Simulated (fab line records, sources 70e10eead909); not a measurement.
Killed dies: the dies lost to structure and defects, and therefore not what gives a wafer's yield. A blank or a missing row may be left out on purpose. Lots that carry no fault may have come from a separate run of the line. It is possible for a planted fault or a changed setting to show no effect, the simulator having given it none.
Which tool is to blame? + flow nand harc + 14 lots with 42 wafers sampled at 4 steps, on a route of 1302 steps

WHAT EACH GAUGE READ, for each wafer
The record lacks any reading of a measuring or inspecting step that a usual standard deviation could be used to judge.

TOOL THAT RAN EACH LOT (tool first, then ch and the chambers of the sampled wafers, then the start)
| lot  | NHARC_A_CHANNEL_HOLE_D1_ETCH_39               | NHARC_A_CHANNEL_HOLE_D1_ETCH_24  | NHARC_A_CHANNEL_HOLE_D1_ETCH_33  | NHARC_A_CHANNEL_HOLE_D1_ETCH_44    |
|------|-----------------------------------------------|----------------------------------|----------------------------------|------------------------------------|
| L491 | rie diel-07 ch 0,1,2, day 8 15:52 or earlier  | har etch-02 ch 0,1, day 8 15:52  | har etch-02 ch 0,1, day 8 17:36  | rie diel-03 ch 0,2,3, day 8 18:49  |
| L492 | rie diel-03 ch 0,1,3, day 9 15:49 or earlier  | har etch-02 ch 0,1, day 9 15:49  | har etch-02 ch 0,1, day 9 17:28  | rie diel-03 ch 1,2,3, day 9 18:08  |
| L493 | rie diel-03 ch 0,2,3, day 9 19:43 or earlier  | har etch-02 ch 0,1, day 9 19:43  | har etch-02 ch 0,1, day 9 21:34  | rie diel-01 ch 0,2,3, day 9 22:21  |
| L496 | rie diel-01 ch 1,2, day 10 15:20 or earlier   | har etch-01 ch 1, day 10 15:20   | har etch-01 ch 1, day 10 17:11   | rie diel-07 ch 0,1,2, day 10 17:58 |
| L499 | rie diel-03 ch 1,2,3, day 12 07:38 or earlier | har etch-01 ch 0,1, day 12 07:38 | har etch-01 ch 0,1, day 12 09:24 | rie diel-03 ch 1,2, day 12 10:10   |
| L500 | rie diel-01 ch 0,2,3, day 12 08:26 or earlier | har etch-02 ch 0,1, day 12 08:26 | har etch-02 ch 0,1, day 12 10:16 | rie diel-03 ch 2,3, day 12 11:02   |
| L502 | rie diel-07 ch 0,2,3, day 13 05:25 or earlier | har etch-02 ch 0,1, day 13 05:25 | har etch-02 ch 0,1, day 13 07:09 | rie diel-03 ch 0,1, day 13 07:55   |
| L501 | rie diel-03 ch 1,2, day 13 02:53              | har etch-01 ch 0,1, day 13 09:47 | har etch-01 ch 0,1, day 13 11:33 | rie diel-03 ch 0,2, day 13 12:19   |
| L508 | rie diel-07 ch 2,3, day 15 16:01 or earlier   | har etch-02 ch 0,1, day 15 16:01 | har etch-02 ch 0,1, day 15 17:47 | rie diel-01 ch 1,2,3, day 15 18:40 |
| L509 | rie diel-07 ch 0,1,3, day 16 16:17 or earlier | har etch-01 ch 0,1, day 16 16:17 | har etch-01 ch 0,1, day 16 17:56 | rie diel-03 ch 1,2, day 16 18:37   |
| L511 | rie diel-07 ch 1,2,3, day 17 15:37 or earlier | har etch-01 ch 0,1, day 17 15:37 | har etch-01 ch 0,1, day 17 17:28 | rie diel-03 ch 0,1,3, day 17 18:13 |
| L512 | rie diel-03 ch 0,2,3, day 17 19:46 or earlier | har etch-01 ch 0,1, day 17 19:46 | har etch-01 ch 0,1, day 17 21:37 | rie diel-07 ch 0,2, day 17 22:29   |
| L513 | rie diel-01 ch 2,3, day 17 21:07 or earlier   | har etch-02 ch 0,1, day 17 21:07 | har etch-02 ch 0,1, day 17 22:52 | rie diel-03 ch 0,1,3, day 17 23:36 |
| L514 | rie diel-03 ch 0,1, day 18 05:56 or earlier   | har etch-01 ch 0,1, day 18 05:56 | har etch-01 ch 0,1, day 18 07:43 | rie diel-03 ch 0,1,3, day 18 08:27 |
- NHARC_A_CHANNEL_HOLE_D1_ETCH_39: etches the open film in N2/H2, target depth 260 nm, time 325 s.
- NHARC_A_CHANNEL_HOLE_D1_ETCH_24: etches the open film in C4F8/O2/Ar, time 906.2 s, target depth 1500 nm.
- NHARC_A_CHANNEL_HOLE_D1_ETCH_33: etches the open film in C4F8/O2/Ar, time 90 s, target depth 400 nm.
- NHARC_A_CHANNEL_HOLE_D1_ETCH_44: etches the open film in CF4/O2, target depth 140 nm, overetch 14 nm, time 77 s.

AS READ BY THE TOOLS THEMSELVES (means over the sampled wafers that have a number; for cases with no such wafer, the mark the record gives instead)
NHARC_A_CHANNEL_HOLE_D1_ETCH_39.
| lot  | tool        | drypump motor current A (A) | oes product au (a.u.) | rf fwd power W (W) | rf vpp V (V) | run length s (s) | showerhead plenum p Torr (Torr) | throttle valve pct (%) |
|------|-------------|-----------------------------|-----------------------|--------------------|--------------|------------------|---------------------------------|------------------------|
| L491 | rie diel-07 | 6.2                         | 0.999                 | 398.6              | 431.0        | 346.1            | 2.06                            | 14.174                 |
| L492 | rie diel-03 | 5.9                         | 1.004                 | 398.5              | 428.6        | 346.3            | 1.98                            | 14.164                 |
| L493 | rie diel-03 | 6.0                         | 1.001                 | 398.4              | 430.0        | 346.3            | 2.03                            | 14.172                 |
| L496 | rie diel-01 | 5.1                         | 1.000                 | 398.5              | 428.9        | 345.7            | 1.95                            | 14.174                 |
| L499 | rie diel-03 | 6.1                         | 1.008                 | 399.9              | 430.9        | 346.2            | 2.03                            | 14.167                 |
| L500 | rie diel-01 | 5.3                         | 1.007                 | 398.9              | 431.3        | 346.1            | 2.07                            | 14.173                 |
| L502 | rie diel-07 | 6.1                         | 1.011                 | 399.0              | 430.3        | 346.4            | 2.06                            | 14.174                 |
| L501 | rie diel-03 | 6.1                         | 0.998                 | 399.3              | 432.4        | 346.1            | 2.12                            | 14.168                 |
| L508 | rie diel-07 | 5.8                         | 1.005                 | 399.7              | 431.9        | 346.3            | 2.08                            | 14.182                 |
| L509 | rie diel-07 | 5.7                         | 1.009                 | 398.1              | 430.8        | 346.2            | 2.04                            | 14.169                 |
| L511 | rie diel-07 | 5.9                         | 1.008                 | 399.4              | 430.9        | 346.1            | 2.07                            | 14.163                 |
| L512 | rie diel-03 | 6.0                         | 0.999                 | 399.5              | 430.1        | 346.2            | 2.02                            | 14.183                 |
| L513 | rie diel-01 | 5.1                         | 1.005                 | 399.9              | 432.5        | 345.9            | 2.10                            | 14.177                 |
| L514 | rie diel-03 | 5.7                         | 0.998                 | 398.2              | 429.5        | 346.2            | 2.00                            | 14.170                 |

NHARC_A_CHANNEL_HOLE_D1_ETCH_24.
| lot  | tool        | c4f8 flow sccm (sccm) | drypump motor current A (A) | showerhead plenum p Torr (Torr) | throttle valve pct (%) |
|------|-------------|-----------------------|-----------------------------|---------------------------------|------------------------|
| L491 | har etch-02 | 93.83                 | 5.9                         | 3.74                            | 32.233                 |
| L492 | har etch-02 | 94.13                 | 5.5                         | 3.71                            | 32.248                 |
| L493 | har etch-02 | 93.84                 | 5.9                         | 3.74                            | 32.241                 |
| L496 | har etch-01 | 94.01                 | 5.2                         | 3.67                            | 32.239                 |
| L499 | har etch-01 | 93.77                 | 5.8                         | 3.65                            | 32.232                 |
| L500 | har etch-02 | 93.75                 | 5.5                         | 3.69                            | 32.235                 |
| L502 | har etch-02 | 93.93                 | 5.5                         | 3.68                            | 32.244                 |
| L501 | har etch-01 | 93.91                 | 5.5                         | 3.64                            | 32.238                 |
| L508 | har etch-02 | 93.82                 | 5.5                         | 3.66                            | 32.235                 |
| L509 | har etch-01 | 93.76                 | 5.8                         | 3.62                            | 32.234                 |
| L511 | har etch-01 | 93.67                 | 5.8                         | 3.61                            | 32.237                 |
| L512 | har etch-01 | 93.97                 | 5.8                         | 3.61                            | 32.239                 |
| L513 | har etch-02 | 93.90                 | 5.9                         | 3.68                            | 32.228                 |
| L514 | har etch-01 | 93.88                 | 5.5                         | 3.61                            | 32.234                 |

NHARC_A_CHANNEL_HOLE_D1_ETCH_33.
| lot  | tool        | c4f8 flow sccm (sccm) | drypump motor current A (A) | rf fwd power W (W) | run length s (s) | showerhead plenum p Torr (Torr) | throttle valve pct (%) |
|------|-------------|-----------------------|-----------------------------|--------------------|------------------|---------------------------------|------------------------|
| L491 | har etch-02 | 41.69                 | 5.9                         | 1987               | 121.08           | 3.79                            | 27.623                 |
| L492 | har etch-02 | 41.62                 | 5.5                         | 1989               | 120.99           | 3.76                            | 27.621                 |
| L493 | har etch-02 | 41.61                 | 5.9                         | 1989               | 121.26           | 3.78                            | 27.622                 |
| L496 | har etch-01 | 41.73                 | 5.2                         | 1984               | 121.41           | 3.71                            | 27.622                 |
| L499 | har etch-01 | 41.58                 | 5.8                         | 1984               | 121.52           | 3.69                            | 27.622                 |
| L500 | har etch-02 | 41.77                 | 5.5                         | 1984               | 121.18           | 3.73                            | 27.622                 |
| L502 | har etch-02 | 41.73                 | 5.5                         | 1990               | 121.33           | 3.73                            | 27.621                 |
| L501 | har etch-01 | 41.81                 | 5.4                         | 1985               | 121.36           | 3.68                            | 27.622                 |
| L508 | har etch-02 | 41.69                 | 5.5                         | 1989               | 121.02           | 3.71                            | 27.619                 |
| L509 | har etch-01 | 41.74                 | 5.8                         | 1983               | 121.21           | 3.66                            | 27.627                 |
| L511 | har etch-01 | 41.76                 | 5.8                         | 1978               | 121.35           | 3.65                            | 27.618                 |
| L512 | har etch-01 | 41.82                 | 5.8                         | 1987               | 121.14           | 3.65                            | 27.614                 |
| L513 | har etch-02 | 41.60                 | 5.8                         | 1990               | 121.10           | 3.72                            | 27.622                 |
| L514 | har etch-01 | 41.66                 | 5.5                         | 1984               | 121.27           | 3.65                            | 27.611                 |

NHARC_A_CHANNEL_HOLE_D1_ETCH_44.
| lot  | tool        | drypump motor current A (A) | oes product au (a.u.) | rf fwd power W (W) | rf vpp V (V) | run length s (s) | showerhead plenum p Torr (Torr) | throttle valve pct (%) |
|------|-------------|-----------------------------|-----------------------|--------------------|--------------|------------------|---------------------------------|------------------------|
| L491 | rie diel-03 | 6.0                         | 1.001                 | 298.0              | 197.4        | 98.1             | 1.33                            | 13.383                 |
| L492 | rie diel-03 | 6.1                         | 1.002                 | 297.2              | 197.2        | 98.2             | 1.33                            | 13.389                 |
| L493 | rie diel-01 | 5.3                         | 0.997                 | 297.7              | 198.7        | 98.3             | 1.36                            | 13.398                 |
| L496 | rie diel-07 | 6.2                         | 1.010                 | 297.0              | 198.5        | 98.1             | 1.34                            | 13.397                 |
| L499 | rie diel-03 | 6.0                         | 1.006                 | 298.1              | 198.7        | 98.4             | 1.36                            | 13.397                 |
| L500 | rie diel-03 | 6.2                         | 1.016                 | 298.4              | 196.9        | 98.0             | 1.31                            | 13.398                 |
| L502 | rie diel-03 | 5.7                         | 0.990                 | 298.5              | 197.2        | 96.0             | 1.32                            | 13.398                 |
| L501 | rie diel-03 | 5.8                         | 1.014                 | 299.0              | 197.7        | 93.0             | 1.34                            | 13.396                 |
| L508 | rie diel-01 | 5.1                         | 0.989                 | 297.6              | 197.4        | 97.7             | 1.33                            | 13.394                 |
| L509 | rie diel-03 | 6.0                         | 0.994                 | 298.7              | 198.4        | 98.6             | 1.35                            | 13.396                 |
| L511 | rie diel-03 | 5.9                         | 0.999                 | 297.8              | 196.1        | 98.2             | 1.29                            | 13.408                 |
| L512 | rie diel-07 | 6.5                         | 1.004                 | 297.9              | 197.7        | 98.6             | 1.34                            | 13.391                 |
| L513 | rie diel-03 | 5.9                         | 1.003                 | 298.3              | 196.3        | 98.1             | 1.29                            | 13.398                 |
| L514 | rie diel-03 | 5.9                         | 0.999                 | 298.3              | 197.1        | 98.2             | 1.29                            | 13.398                 |

THE ANSWER, worked out from the rows above alone
Rule: what is usual is taken from the lots themselves. The widest of any qualifying gaps counts: lots, ordered by their means at a reading, are off when they make up no more than a third of the lots, leave a main group of 4 or more, and stand apart from it by 3 or more times the standard deviation of that group's means. The tables above print the reading to a certain number of digits; a main group whose means all agree to those digits is not used. Also off: a lot with no number at a reading for which 4 or more lots have one. Where the step has rows for the other lots, those lots are counted as sound. The gauges are gone through in route order, then the tools' own readings, and for those a lot's mean is taken as printed above. At the first step where some lot is off, the reading lying furthest off is the one used; lots without a number count as furthest.
Off at NHARC_A_CHANNEL_HOLE_D1_ETCH_44 (run length s): L502, L501. Mean 98.2 s and standard deviation 0.24 in the main group.
If a tool, at that step or one of the process steps before it, ran each lot that is off and ran no sound lot following the first of them, it fits. NHARC_A_CHANNEL_HOLE_D1_ETCH_39 gives no start for some lots, so the hours and the order of its lots are those of NHARC_A_CHANNEL_HOLE_D1_ETCH_24. Not one of the candidates tried fits.

WHAT HAD BEEN PUT IN BY THE SIMULATOR
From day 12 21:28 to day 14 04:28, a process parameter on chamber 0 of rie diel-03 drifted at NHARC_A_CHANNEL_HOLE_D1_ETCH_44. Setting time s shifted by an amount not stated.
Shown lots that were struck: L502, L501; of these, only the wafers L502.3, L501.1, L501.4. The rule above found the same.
